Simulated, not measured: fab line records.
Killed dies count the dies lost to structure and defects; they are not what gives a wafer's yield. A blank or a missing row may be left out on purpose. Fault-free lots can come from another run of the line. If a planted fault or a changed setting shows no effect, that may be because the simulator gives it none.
Matching of chambers :: flow n5Finfet :: 4 sister chambers for N5_BEOL_M6_STRIP_36 on rieDiel-04
The step strips in N2/H2. 8 wafers are shown with their chamber, then 10 later ones without.

WAFERS PAIRED WITH THEIR CHAMBERS
wafer: L085.3
chamber: 2
showerheadPlenumPTorr (Torr): 2.43
throttleValvePct (%): 23.71

wafer: L085.6
chamber: 3
showerheadPlenumPTorr (Torr): 2.59
throttleValvePct (%): 23.93

wafer: L086.5
chamber: 3
showerheadPlenumPTorr (Torr): 2.59
throttleValvePct (%): 23.94

wafer: L089.2
chamber: 0
showerheadPlenumPTorr (Torr): 2.49
throttleValvePct (%): 23.92

wafer: L089.5
chamber: 1
showerheadPlenumPTorr (Torr): 2.70
throttleValvePct (%): 23.65

wafer: L089.6
chamber: 0
showerheadPlenumPTorr (Torr): 2.49
throttleValvePct (%): 23.95

wafer: L088.1
chamber: 1
showerheadPlenumPTorr (Torr): 2.69
throttleValvePct (%): 23.67

wafer: L088.3
chamber: 2
showerheadPlenumPTorr (Torr): 2.43
throttleValvePct (%): 23.73

WAFERS WHOSE CHAMBER IS MISSING
wafer: L088.6
showerheadPlenumPTorr (Torr): 2.49
throttleValvePct (%): 23.94

wafer: L094.1
showerheadPlenumPTorr (Torr): 2.69
throttleValvePct (%): 23.68

wafer: L094.3
showerheadPlenumPTorr (Torr): 2.48
throttleValvePct (%): 23.94

wafer: L094.5
showerheadPlenumPTorr (Torr): 2.42
throttleValvePct (%): 23.73

wafer: L095.3
showerheadPlenumPTorr (Torr): 2.68
throttleValvePct (%): 23.71

wafer: L095.4
showerheadPlenumPTorr (Torr): 2.68
throttleValvePct (%): 23.71

wafer: L095.5
showerheadPlenumPTorr (Torr): 2.58
throttleValvePct (%): 23.45

wafer: L096.3
showerheadPlenumPTorr (Torr): 2.59
throttleValvePct (%): 23.46

wafer: L096.5
showerheadPlenumPTorr (Torr): 2.59
throttleValvePct (%): 23.48

wafer: L096.6
showerheadPlenumPTorr (Torr): 2.48
throttleValvePct (%): 23.95

THE CHAMBER EACH PASSED THROUGH
wafer: L088.6
from the rows above: 0
in truth: 0

wafer: L094.1
from the rows above: 1
in truth: 1

wafer: L094.3
from the rows above: 0
in truth: 0

wafer: L094.5
from the rows above: 2
in truth: 2

wafer: L095.3
from the rows above: 1
in truth: 1

wafer: L095.4
from the rows above: 1
in truth: 1

wafer: L095.5
from the rows above: 3
in truth: 3

wafer: L096.3
from the rows above: can't be placed: 3 or 1
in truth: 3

wafer: L096.5
from the rows above: can't be placed: 3 or 1
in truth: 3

wafer: L096.6
from the rows above: 0
in truth: 0
8 of 10 placed correctly. Not placeable from these rows: 2 (in 2, the candidates include the true chamber). 0 placed wrongly.
How it was worked out, from the rows above alone: a wafer's distance from a chamber is the root of the sum, over the readings, of the square of ((its reading less the chamber's mean) divided by the reading's scatter). The wafer belongs to the nearest chamber; if the next one is less than 2 further off, it can't be placed. For every chamber, the mean is computed from those of its wafers that are shown. The scatter: the root of (the sum of the squares of (reading less its chamber's mean) over the shown wafers, divided by (wafers less chambers)).
